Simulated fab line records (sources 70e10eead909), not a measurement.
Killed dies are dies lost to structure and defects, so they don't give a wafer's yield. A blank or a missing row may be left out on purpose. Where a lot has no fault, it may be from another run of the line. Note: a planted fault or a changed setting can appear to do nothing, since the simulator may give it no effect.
fab line records -- flow nandHarc
[record] lots = 6, wafers = 18, lastDay = 32
route steps=1302 shown P_M0@280 P_M1@285
lots with no fault: from the same line, run without faults
startH: hours from the record's opening day to when the first of the lot's shown wafers began -- waitH: hours since the lot's step before -- " identical to the entry in the row above -- L1.1+2: one row covering several wafers at once -- - no value, or no start was given -- * or withheld: withheld -- < > ~ a bound
route shown NAME@n: NAME is a module with steps in the file, n the number in the route of the first one -- usual: average and standard deviation across the fault-free wafers -- same: alike in all rows -- chamber/n: place in a boat -- sites: the reading at each site -- _std_site: standard deviation of those values -- _edge_site: outer sites' mean less inner sites' -- radiusMm: how far each site lies from the wafer's centre -- mask NAME#n: copy n -- behind: the tool/chamber that last shaped the wafer -- hold: reason for holding the lot/hours on hold/outcome of the hold -- device: names the non-switching transistor (n, p or np) -- end of line: the route-end tests of the same wafers -- step lacking rows: just its recipe -- killed: count of dies lost to structure and defects at first sort (not the wafer's yield) -- map: per-die view of a wafer (x killed, . not killed, _ where there is no die)
set.NAME: the setting that was run; set.NAME@STEP: the one run at that earlier step -- model.NAME: the simulator's own value behind a step, which no gauge read
a table for each step, a row for each wafer; lots at some steps of the route
services: when a tool's chamber went out of use (startH, in hours from the record's first day, below 0 if earlier), for how many hours, and the reason
[[steps]]
[step NHARC_P_M0_SRD_25]
[step NHARC_P_M0_INSPECT_27]
[usual] rawDefectCount = 323/130
lot.wafer,tool,chamber,startH,waitH,rawDefectCount
L393.1,defectInspect-01,-,186.78,0.0,510
L393.4,defectInspect-01,-,186.78,0.0,378
L393.6,defectInspect-01,-,186.78,0.0,698
L398.2,defectInspect-01,-,235.00,0.0,217
L398.4,defectInspect-01,-,235.00,0.0,266
L398.5,defectInspect-01,-,235.00,0.0,181
L399.2,defectInspect-01,-,254.56,0.0,225
L399.3,defectInspect-01,-,254.56,0.0,302
L399.4,defectInspect-01,-,254.56,0.0,286
L400.1,defectInspect-01,-,258.37,0.0,341
L400.2,defectInspect-01,-,258.37,0.0,155
L400.5,defectInspect-01,-,258.37,0.0,241
L404.4,defectInspect-01,-,291.55,0.0,202
L404.5,defectInspect-01,-,291.55,0.0,224
L404.6,defectInspect-01,-,291.55,0.0,185
L408.1,defectInspect-01,-,332.15,0.0,495
L408.2,defectInspect-01,-,332.15,0.0,261
L408.3,defectInspect-01,-,332.15,0.0,297
[step NHARC_P_M0_PRE_CLEAN_31]
[recipe] timeS = 12, tempC = 370, rfPowerW = 300, gas = NH3
[usual] heaterPowerW = 611/70
lot.wafer,tool,chamber,startH,waitH,heaterPowerW
L393.1,pecvd-04,1,186.84,0.1,620
L393.6,pecvd-04,1,186.84,0.1,616
L393.4,pecvd-04,0,186.84,0.1,657
L398.2,pecvd-03,2,235.55,0.5,625
L398.5,pecvd-03,2,235.55,0.5,654
L398.4,pecvd-03,1,235.55,0.5,659
L399.3,pecvd-04,1,254.62,0.1,576
L399.2,pecvd-04,2,254.62,0.1,678
L399.4,pecvd-04,0,254.62,0.1,672
L400.2,pecvd-04,2,258.44,0.1,665
L400.1,pecvd-04,0,258.44,0.1,698
L400.5,pecvd-04,0,258.44,0.1,696
L404.5,pecvd-02,0,291.66,0.1,639
L404.6,pecvd-02,1,291.66,0.1,542
L404.4,pecvd-02,2,291.66,0.1,453
L408.3,pecvd-03,1,332.21,0.1,679
L408.1,pecvd-03,2,332.21,0.1,538
L408.2,pecvd-03,0,332.21,0.1,664
[step NHARC_P_M0_DEP_32]
[recipe] targetThkA = 300, tempC = 370, targetThkNm = 30, pressureTorr = 3, flowSccm = 200, rfW = 450, material = SiCN
[usual] heaterPowerW = 564/78
lot.wafer,tool,chamber,startH,waitH,heaterPowerW
L393.1,pecvd-04,1,186.92,0.1,557
L393.6,pecvd-04,1,186.92,0.1,532
L393.4,pecvd-04,0,186.92,0.1,748
L398.2,pecvd-03,2,235.63,0.1,553
L398.5,pecvd-03,2,235.63,0.1,561
L398.4,pecvd-03,1,235.63,0.1,520
L399.3,pecvd-04,1,254.70,0.1,493
L399.2,pecvd-04,2,254.70,0.1,514
L399.4,pecvd-04,0,254.70,0.1,672
L400.2,pecvd-04,2,258.52,0.1,540
L400.1,pecvd-04,0,258.52,0.1,663
L400.5,pecvd-04,0,258.52,0.1,671
L404.5,pecvd-02,0,291.82,0.2,628
L404.6,pecvd-02,1,291.82,0.2,482
L404.4,pecvd-02,2,291.82,0.2,474
L408.3,pecvd-03,1,332.29,0.1,573
L408.1,pecvd-03,2,332.29,0.1,581
L408.2,pecvd-03,0,332.29,0.1,607
[step NHARC_P_M1_DEP_00]
[recipe] targetThkA = 1825, targetThkNm = 182.5, tempC = withheld, pressureTorr = 5, flowSccm = 200, rfW = 600, material = SiOC
[step NHARC_P_M1_DEHYDRATE_01]
[recipe] tempC = 150, timeS = 120
[step NHARC_P_M1_HMDS_02]
[recipe] timeS = 30
[step NHARC_P_M1_COAT_34]
[recipe] tempC = 200, timeS = 65
[step NHARC_P_M1_COAT_03]
[recipe] spinRpm = 1500, resistThkNm = 90
[step NHARC_P_M1_SOFTBAKE_04]
[recipe] tempC = 105, timeS = 55
[step NHARC_P_M1_EBR_05]
[step NHARC_P_M1_EXPOSE_06]
[recipe] na = 1.35, targetCdNm = 130, doseMj = 81.88, maskId = P_M1
[usual] exposureDoseMJCm2 = 81.88/0.089
lot.wafer,tool,chamber,startH,waitH,mask,exposureDoseMJCm2
L393.1,arfiScanner-02,0,188.02,-,P_M1#0,81.84
L393.4,arfiScanner-02,0,188.02,-,P_M1#0,81.85
L393.6,arfiScanner-02,0,188.02,-,P_M1#0,81.90
L398.2,arfiScanner-02,0,236.73,-,P_M1#0,81.82
L398.4,arfiScanner-02,0,236.73,-,P_M1#0,81.85
L398.5,arfiScanner-02,0,236.73,-,P_M1#0,81.80
L399.2,arfiScanner-03,0,255.81,-,P_M1#0,81.76
L399.3,arfiScanner-03,0,255.81,-,P_M1#0,81.74
L399.4,arfiScanner-03,0,255.81,-,P_M1#0,81.80
L400.1,arfiScanner-01,0,259.67,-,P_M1#0,81.92
L400.2,arfiScanner-01,0,259.67,-,P_M1#0,81.85
L400.5,arfiScanner-01,0,259.67,-,P_M1#0,81.77
L404.4,arfiScanner-01,0,292.70,-,P_M1#0,58.71
L404.5,arfiScanner-01,0,292.70,-,P_M1#0,58.75
L404.6,arfiScanner-01,0,292.70,-,P_M1#0,58.86
L408.1,arfiScanner-01,0,333.40,-,P_M1#0,63.43
L408.2,arfiScanner-01,0,333.40,-,P_M1#0,63.42
L408.3,arfiScanner-01,0,333.40,-,P_M1#0,63.41
[step NHARC_P_M1_PEB_07]
[recipe] pebTempC = 100, pebTimeS = 65
[step NHARC_P_M1_DEVELOP_08]
[recipe] developTimeS = 35, devTempC = 23
[step NHARC_P_M1_CD_MEAS_09]
[recipe] targetCdNm = 130, landingEnergyEv = 500
[usual] cdNm = 129.9/0.69
lot.wafer,tool,chamber,startH,waitH,cdNm
L393.1,cdSem-02,0,188.16,-,128.3
L393.4,cdSem-02,0,188.16,-,130.3
L393.6,cdSem-02,0,188.16,-,129.2
L398.2,cdSem-01,0,236.87,-,129.2
L398.4,cdSem-01,0,236.87,-,129.1
L398.5,cdSem-01,0,236.87,-,129.1
L399.2,cdSem-01,0,255.95,-,130.2
L399.3,cdSem-01,0,255.95,-,130.7
L399.4,cdSem-01,0,255.95,-,130.4
L400.1,cdSem-01,0,259.81,-,131.5
L400.2,cdSem-01,0,259.81,-,130.6
L400.5,cdSem-01,0,259.81,-,130.7
L404.4,cdSem-02,0,292.83,-,110.7
L404.5,cdSem-02,0,292.83,-,111.0
L404.6,cdSem-02,0,292.83,-,110.7
L408.1,cdSem-01,0,333.54,-,113.6
L408.2,cdSem-01,0,333.54,-,114.4
L408.3,cdSem-01,0,333.54,-,114.6
[step NHARC_P_M1_OVL_MEAS_10]
[recipe] pitchNm = 260
[usual] overlayXNm = 0.1/0.9, overlayYNm = 0.3/0.84
lot.wafer,tool,chamber,startH,waitH,overlayXNm,overlayYNm
L393.1,overlay-02,-,188.25,-,-0.6,1.0
L393.4,overlay-02,-,188.25,-,-0.3,0.1
L393.6,overlay-02,-,188.25,-,-0.6,0.5
L398.2,overlay-02,-,236.95,-,0.4,1.6
L398.4,overlay-02,-,236.95,-,-0.4,1.6
L398.5,overlay-02,-,236.95,-,-0.3,1.6
L399.2,overlay-01,-,256.03,-,0.1,0.0
L399.3,overlay-01,-,256.03,-,-0.1,0.2
L399.4,overlay-01,-,256.03,-,0.5,0.1
L400.1,overlay-02,-,259.90,-,-0.7,-1.2
L400.2,overlay-02,-,259.90,-,-0.1,-0.9
L400.5,overlay-02,-,259.90,-,-0.3,-1.4
L404.4,overlay-01,-,292.91,-,-0.4,0.3
L404.5,overlay-01,-,292.91,-,-0.5,0.6
L404.6,overlay-01,-,292.91,-,-0.4,0.9
L408.1,overlay-02,-,333.63,-,1.6,0.6
L408.2,overlay-02,-,333.63,-,0.8,0.4
L408.3,overlay-02,-,333.63,-,1.3,0.5
[step NHARC_P_M1_INSPECT_11]
[usual] rawDefectCount = 4.1/2.6
lot.wafer,tool,chamber,startH,waitH,rawDefectCount
L393.1,defectInspect-02,-,188.29,0.0,1
L393.4,defectInspect-02,-,188.29,0.0,0
L393.6,defectInspect-02,-,188.29,0.0,2
L398.2,defectInspect-01,-,236.99,0.0,8
L398.4,defectInspect-01,-,236.99,0.0,11
L398.5,defectInspect-01,-,236.99,0.0,2
L399.2,defectInspect-02,-,256.07,0.0,4
L399.3,defectInspect-02,-,256.07,0.0,6
L399.4,defectInspect-02,-,256.07,0.0,1
L400.1,defectInspect-01,-,259.93,0.0,6
L400.2,defectInspect-01,-,259.93,0.0,2
L400.5,defectInspect-01,-,259.93,0.0,0
L404.4,defectInspect-01,-,292.95,0.0,4
L404.5,defectInspect-01,-,292.95,0.0,4
L404.6,defectInspect-01,-,292.95,0.0,1
L408.1,defectInspect-01,-,333.66,0.0,9
L408.2,defectInspect-01,-,333.66,0.0,4
L408.3,defectInspect-01,-,333.66,0.0,5
[step NHARC_P_M1_DESCUM_14]
[recipe] timeS = 3, o2FlowSccm = 200, arFlowSccm = 0, biasPowerW = 0, chemistry = O2
[usual] drypumpMotorCurrentA = 5.7/0.48, oesProductAu = 0.998/0.0082, rfVppV = 57.6/0.92, showerheadPlenumPTorr = 1.89/0.085, throttleValvePct = 11.311/0.0097
lot.wafer,tool,chamber,startH,waitH,drypumpMotorCurrentA,oesProductAu,rfHoursCounterH,rfVppV,showerheadPlenumPTorr,throttleValvePct,model.P_M1.cdNm
L393.1,rieDiel-02,1,188.36,0.1,5.2,0.988,8,58.1,1.80,11.297,129.9
L393.4,rieDiel-02,3,188.36,0.1,6.3,0.987,8,59.5,1.96,11.328,131
L393.6,rieDiel-02,0,188.36,0.1,5.7,1.002,-,57.6,1.81,11.329,129.6
L398.2,rieDiel-02,0,237.06,0.1,5.7,0.995,2,58.6,1.81,11.312,128.6
L398.4,rieDiel-02,1,237.06,0.1,5.2,1.006,2,57.3,1.80,11.299,128.9
L398.5,rieDiel-02,0,237.06,0.1,5.7,0.999,-,58.5,1.81,11.297,128.9
L399.3,rieDiel-02,1,256.14,0.1,5.2,0.999,2,56.7,1.80,11.307,131
L399.4,rieDiel-02,2,256.14,0.1,5.8,0.988,2,56.6,1.98,11.325,130.9
L399.2,rieDiel-02,3,256.14,0.1,6.3,1.004,2,59.5,1.95,11.313,130.1
L400.1,rieDiel-05,2,260.04,0.1,6.3,0.989,4,57.8,1.83,11.313,131.7
L400.2,rieDiel-05,0,260.04,0.1,5.5,0.990,7,60.3,2.00,11.312,130.2
L400.5,rieDiel-05,2,260.04,0.1,6.4,0.986,-,56.7,1.83,11.305,131.2
L404.4,rieDiel-06,2,293.04,0.1,4.7,1.001,13,57.2,1.87,11.311,109.5
L404.5,rieDiel-06,3,293.04,0.1,5.5,0.999,-,56.9,2.02,11.292,110.8
L404.6,rieDiel-06,0,293.04,0.1,6.1,0.993,-,56.8,1.79,11.315,111.3
L408.3,rieDiel-06,3,333.73,0.1,5.5,0.984,2,58.7,2.02,11.296,115.3
L408.1,rieDiel-06,0,333.73,0.1,6.1,1.005,2,57.5,1.79,11.311,114.1
L408.2,rieDiel-06,2,333.73,0.1,4.7,1.008,1,58.6,1.87,11.310,114.2
[step NHARC_P_M1_ETCH_35]
[recipe] targetDepthA = 400, overetchA = 120, timeS = 43.94, ionEnergyEv = 200, n2FlowSccm = 150, h2FlowSccm = 150, arFlowSccm = 0, rfW = 400, biasW = 150, chemistry = N2/H2
[usual] drypumpMotorCurrentA = 5.7/0.49, h2FlowSccm = 150.1/0.44, oesProductAu = 1.000/0.0082, rfVppV = 429.6/2.6, showerheadPlenumPTorr = 2.01/0.089, throttleValvePct = 14.172/0.0099
lot.wafer,tool,chamber,startH,waitH,drypumpMotorCurrentA,h2FlowSccm,oesProductAu,rfHoursCounterH,rfVppV,showerheadPlenumPTorr,throttleValvePct
L393.1,rieDiel-02,1,188.44,0.1,5.2,149.9,0.995,8,428.1,1.91,14.172
L393.4,rieDiel-02,2,188.44,0.1,5.7,149.5,1.009,8,432.6,2.12,14.170
L393.6,rieDiel-02,3,188.44,0.1,6.3,150.3,0.995,-,431.7,2.09,14.178
L398.2,rieDiel-02,0,237.14,0.1,5.7,150.4,0.999,2,428.0,1.92,14.170
L398.4,rieDiel-02,2,237.14,0.1,5.7,149.9,1.004,1,432.4,2.12,14.168
L398.5,rieDiel-02,3,237.14,0.1,6.3,149.9,1.004,-,431.2,2.08,14.161
L399.3,rieDiel-02,0,256.22,0.1,5.7,149.5,0.995,2,427.5,1.92,14.168
L399.4,rieDiel-02,1,256.22,0.1,5.2,150.4,1.007,2,427.3,1.91,14.162
L399.2,rieDiel-02,2,256.22,0.1,5.7,149.9,0.997,2,432.3,2.11,14.171
L400.2,rieDiel-05,1,260.14,0.1,6.6,150.3,0.996,5,427.5,1.99,14.172
L400.1,rieDiel-05,3,260.14,0.1,4.9,150.2,1.001,7,426.1,1.90,14.171
L400.5,rieDiel-05,0,260.14,0.1,5.5,150.7,0.997,-,433.2,2.14,14.170
L404.4,rieDiel-06,1,293.10,0.1,5.7,149.8,0.996,14,428.8,1.99,14.190
L404.5,rieDiel-06,1,293.10,0.1,5.7,150.1,0.997,-,428.2,1.99,14.163
L404.6,rieDiel-06,2,293.10,0.1,4.7,149.3,0.996,-,430.4,1.99,14.169
L408.1,rieDiel-06,1,333.82,0.1,5.7,150.1,1.003,2,428.2,1.99,14.179
L408.3,rieDiel-06,2,333.82,0.1,4.7,150.4,1.012,1,428.8,1.99,14.180
L408.2,rieDiel-06,3,333.82,0.1,5.5,150.4,0.990,2,434.1,2.15,14.168
[step NHARC_P_M1_ETCH_15]
[recipe] targetDepthA = 1825, timeS = 91.2, c4f8FlowSccm = withheld, arFlowSccm = 400, rfW = 600, biasW = 300, chemistry = C4F8/Ar
[usual] oesProductAu = 0.954/0.02, rfVppV = 440.0/2.7
lot.wafer,tool,chamber,startH,waitH,oesProductAu,rfHoursCounterH,rfVppV
L393.4,rieDiel-02,1,-,-,0.961,8,436.6
L393.1,rieDiel-02,0,-,-,0.966,8,436.5
L393.6,rieDiel-02,2,-,-,0.972,-,443.8
L398.2,rieDiel-02,1,-,-,0.978,2,437.5
L398.4,rieDiel-02,0,-,-,0.965,2,436.6
L398.5,rieDiel-02,1,-,-,0.972,-,436.5
L399.3,rieDiel-02,2,-,-,0.938,2,442.2
L399.4,rieDiel-02,3,-,-,0.955,2,441.7
L399.2,rieDiel-02,1,-,-,0.928,2,436.2
L400.2,rieDiel-05,3,-,-,0.965,7,436.8
L400.1,rieDiel-05,0,-,-,0.956,7,442.6
L400.5,rieDiel-05,0,-,-,0.956,-,443.2
L404.4,rieDiel-06,2,-,-,0.981,13,439.7
L404.5,rieDiel-06,1,-,-,0.972,-,439.2
L404.6,rieDiel-06,2,-,-,0.965,-,439.7
L408.1,rieDiel-06,1,-,-,0.987,2,439.2
L408.3,rieDiel-06,3,-,-,0.953,2,443.4
L408.2,rieDiel-06,0,-,-,0.967,2,437.3
[step NHARC_P_M1_CD_MEAS_16]
[usual] cdNm = 130.1/0.8
lot.wafer,tool,chamber,startH,waitH,cdNm
L393.1,cdSem-03,-,188.65,-,129.7
L393.4,cdSem-03,-,188.65,-,131.0
L393.6,cdSem-03,-,188.65,-,129.3
L398.2,cdSem-03,-,237.36,-,128.4
L398.4,cdSem-03,-,237.36,-,129.8
L398.5,cdSem-03,-,237.36,-,129.3
L399.2,cdSem-02,-,256.45,-,130.1
L399.3,cdSem-02,-,256.45,-,130.9
L399.4,cdSem-02,-,256.45,-,131.0
L400.1,cdSem-02,-,260.36,-,130.9
L400.2,cdSem-02,-,260.36,-,130.9
L400.5,cdSem-02,-,260.36,-,131.1
L404.4,cdSem-02,-,293.32,-,109.9
L404.5,cdSem-02,-,293.32,-,111.3
L404.6,cdSem-02,-,293.32,-,110.9
L408.1,cdSem-02,-,334.03,-,114.9
L408.2,cdSem-02,-,334.03,-,114.2
L408.3,cdSem-02,-,334.03,-,115.4
[step NHARC_P_M1_STRIP_18]
[recipe] powerW = 1000, n2FlowSccm = 150, h2FlowSccm = 150, arFlowSccm = 0, biasW = 0, chemistry = N2/H2
[usual] drypumpMotorCurrentA = 5.6/0.52, h2FlowSccm = 150.0/0.44, oesProductAu = 1.000/0.0076, rfVppV = 90.5/0.9, showerheadPlenumPTorr = 2.01/0.089, throttleValvePct = 14.171/0.0085
lot.wafer,tool,chamber,startH,waitH,drypumpMotorCurrentA,h2FlowSccm,oesProductAu,rfHoursCounterH,rfVppV,showerheadPlenumPTorr,throttleValvePct
L393.4,rieDiel-06,2,188.73,0.1,4.7,150.3,0.999,5,89.4,1.99,14.167
L393.1,rieDiel-06,1,188.73,0.1,5.7,151.0,0.994,5,89.6,1.99,14.166
L393.6,rieDiel-06,2,188.73,0.1,4.7,150.6,1.011,-,90.7,1.99,14.179
L398.2,rieDiel-02,2,237.48,0.1,5.7,149.8,0.989,1,91.2,2.12,14.165
L398.4,rieDiel-02,3,237.48,0.1,6.3,149.9,1.000,2,89.9,2.08,14.183
L398.5,rieDiel-02,0,237.48,0.1,5.7,150.0,1.005,-,89.5,1.92,14.160
L399.4,rieDiel-02,0,256.52,0.1,5.7,150.1,0.988,2,90.9,1.92,14.174
L399.3,rieDiel-02,1,256.52,0.1,5.2,149.8,0.997,2,89.4,1.91,14.173
L399.2,rieDiel-02,2,256.52,0.1,5.7,150.1,0.993,2,90.0,2.12,14.180
L400.1,rieDiel-06,0,260.49,0.1,6.1,149.7,1.015,10,91.1,1.91,14.168
L400.2,rieDiel-06,1,260.49,0.1,5.7,150.3,0.997,11,89.9,1.99,14.170
L400.5,rieDiel-06,2,260.49,0.1,4.7,149.2,0.999,-,90.3,1.99,14.166
L404.4,rieDiel-05,1,293.39,0.1,6.7,150.5,0.999,13,90.0,1.99,14.181
L404.6,rieDiel-05,1,293.39,0.1,6.6,149.7,0.988,-,90.8,1.99,14.168
L404.5,rieDiel-05,2,293.39,0.1,6.4,150.2,0.986,-,90.0,1.95,14.177
L408.2,rieDiel-02,0,334.10,0.1,5.7,149.8,1.013,8,88.8,1.92,14.174
L408.1,rieDiel-02,1,334.10,0.1,5.2,150.3,0.989,8,90.6,1.91,14.149
L408.3,rieDiel-02,3,334.10,0.1,6.3,150.2,1.001,8,90.3,2.08,14.153
[step NHARC_P_M1_ETCH_28]
[recipe] targetDepthA = 300, overEtchFrac = 0.3, timeS = 72.99, ionEnergyEv = 150, cf4FlowSccm = 50, n2FlowSccm = 100, arFlowSccm = 150, rfW = 300, biasW = 100, chemistry = CF4/N2
[usual] drypumpMotorCurrentA = 5.6/0.51, oesProductAu = 1.000/0.0078, rfVppV = 313.3/1.8, showerheadPlenumPTorr = 2.58/0.1, throttleValvePct = 19.794/0.0089
lot.wafer,tool,chamber,startH,waitH,drypumpMotorCurrentA,oesProductAu,rfHoursCounterH,rfVppV,showerheadPlenumPTorr,throttleValvePct,model.P_M1.cdNm
L393.4,rieDiel-06,2,-,-,4.7,1.010,5,311.9,2.57,19.804,129.9
L393.1,rieDiel-06,0,-,-,6.1,1.024,4,311.9,2.47,19.785,128.5
L393.6,rieDiel-06,1,-,-,5.7,0.994,-,314.4,2.57,19.806,128.6
L398.2,rieDiel-02,2,-,-,5.8,0.992,1,317.7,2.72,19.792,128.7
L398.4,rieDiel-02,3,-,-,6.3,0.991,2,314.2,2.68,19.808,129
L398.5,rieDiel-02,2,-,-,5.8,0.996,-,315.2,2.72,19.788,128.8
L399.4,rieDiel-02,0,-,-,5.7,0.988,3,313.4,2.49,19.794,131.1
L399.3,rieDiel-02,1,-,-,5.2,0.997,2,311.3,2.47,19.799,131.5
L399.2,rieDiel-02,3,-,-,6.3,0.997,3,314.6,2.68,19.803,130.5
L400.1,rieDiel-06,1,-,-,5.7,0.992,11,313.4,2.57,19.784,130.9
L400.2,rieDiel-06,2,-,-,4.7,0.995,11,312.0,2.57,19.807,129.9
L400.5,rieDiel-06,0,-,-,6.1,0.991,-,312.9,2.47,19.789,130.6
L404.4,rieDiel-05,1,-,-,6.7,0.999,13,313.3,2.57,19.813,110.6
L404.6,rieDiel-05,2,-,-,6.3,1.003,-,312.5,2.52,19.793,112
L404.5,rieDiel-05,3,-,-,5.0,1.001,-,311.9,2.45,19.799,111.2
L408.3,rieDiel-02,3,-,-,6.3,1.011,8,315.2,2.68,19.788,115.4
L408.1,rieDiel-02,0,-,-,5.7,1.015,8,312.2,2.48,19.787,114.4
L408.2,rieDiel-02,1,-,-,5.2,1.008,8,311.4,2.47,19.790,114.1
[step NHARC_P_M1_STRIP_19]
[recipe] timeS = 600, tempC = 30, chemistry = postEtchResidueRemover
[[services]]
tool,chamber,startH,hours,kind
arfiScanner-02,-,164.75,1.3,repair
rieDiel-05,1,168.30,2.3,repair
pecvd-03,-,185.22,13.0,pm
rieDiel-02,0,192.96,6.3,repair
arfiScanner-03,-,196.00,4.0,pm
rieDiel-02,-,216.70,9.0,pm
arfiScanner-03,-,217.34,1.0,repair
pecvd-02,-,227.11,13.0,pm
pecvd-03,-,228.96,1.7,repair
rieDiel-05,-,229.65,9.0,pm
rieDiel-06,3,239.80,15.4,repair
pecvd-03,1,244.52,10.2,repair
arfiScanner-01,-,252.00,4.0,pm
arfiScanner-02,-,254.09,8.4,repair
pecvd-04,-,269.00,13.0,pm
pecvd-03,-,273.25,2.5,repair
rieDiel-05,3,276.72,2.4,repair
rieDiel-02,2,277.98,14.9,repair
arfiScanner-01,-,280.68,0.5,repair
rieDiel-06,-,295.51,0.4,repair
rieDiel-06,-,307.23,9.0,pm
arfiScanner-02,-,312.00,4.0,pm
rieDiel-05,-,314.84,0.7,repair
rieDiel-05,2,321.75,7.0,repair
[[key]]
[firstSign] step = NHARC_P_M1_EXPOSE_06, reading = exposureDoseMJCm2, direction = down, sigmas = 99+, usual = 81.88, struck = 61.09
[effect] step = NHARC_P_M1_CD_MEAS_09, reading = cdNm, direction = down, sigmas = 25, usual = 129.9, struck = 112.5, through = controlLoop
[effect] step = NHARC_P_M1_CD_MEAS_16, reading = cdNm, direction = down, sigmas = 22, usual = 130.1, struck = 112.8, through = controlLoop
[modelEffect] step = NHARC_P_M1_DESCUM_14, value = P_M1.cdNm, without = 130.2, struck = 112.5
[modelEffect] step = NHARC_P_M1_ETCH_28, value = P_M1.cdNm, without = 130.6, struck = 113
metAt NHARC_P_M1_EXPOSE_06
struckWafers L404.4,L404.5,L404.6,L408.1,L408.2,L408.3
sortLeftOut L404.4,L404.5,L404.6,L408.1,L408.2,L408.3
[loopTrim] step = NHARC_P_M1_EXPOSE_06, setting = dose, lots = L408
onsetBetween 259.67 292.70
[fault] kind = processParameterDrift, tool = arfiScanner-01, chamber = -, onsetH = 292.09, steps = NHARC_P_M1_EXPOSE_06, channel = doseMj, offset = -23.165, shape = step, actsIn = theseRecipesOnly, stated = 81.88
// sortLeftOut: the simulated sort isn't trusted on such a fault, so these wafers' sort isn't shown, and their yield isn't known
// loopTrim: a control loop set the setting to another value than it would have without faults
